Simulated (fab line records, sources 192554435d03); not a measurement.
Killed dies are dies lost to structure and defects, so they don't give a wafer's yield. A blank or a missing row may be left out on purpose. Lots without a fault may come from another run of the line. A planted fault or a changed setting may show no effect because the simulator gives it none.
Chamber matching | flow n5_finfet | N5_BEOL_M6_ETCH_65 on rie_diel-02: 4 sister chambers
The step etches SiARC in CF4, target depth 15.6 nm, time 26 s. 4 wafers are shown with their chamber, then 8 later ones without.

WAFERS WITH THEIR CHAMBER
wafer  | chamber | drypump_motor_current_A (A)
L088.2 | 0       | 5.6
L087.5 | 3       | 4.9
L087.6 | 2       | 5.0
L090.1 | 1       | 5.4

WAFERS WITHOUT THEIR CHAMBER
wafer  | drypump_motor_current_A (A)
L090.2 | 5.6
L090.5 | 5.6
L093.1 | 5.3
L093.4 | 4.9
L093.6 | 5.6
L097.3 | 5.6
L097.4 | 4.9
L097.6 | 4.9

WHICH CHAMBER EACH WENT THROUGH
wafer  | from the rows above | in truth
L090.2 | 0                   | 0
L090.5 | 0                   | 0
L093.1 | 1                   | 1
L093.4 | 3                   | 3
L093.6 | 0                   | 0
L097.3 | 0                   | 0
L097.4 | 3                   | 3
L097.6 | 3                   | 3
Placed correctly: 8 of 8. Can't be placed from these rows: 0. Placed wrongly: 0.
How it was worked out, from the rows above alone: a wafer's distance from a chamber is the root of the sum, over the readings, of the square of ((its reading less the chamber's mean) divided by the reading's scatter). The wafer belongs to the nearest chamber; if the next one is less than 2 further off, it can't be placed. A chamber's mean is the mean of its shown wafers. The scatter: with one shown wafer a chamber, the root of the mean of the squares of how far each hidden wafer lies from its nearest shown one.
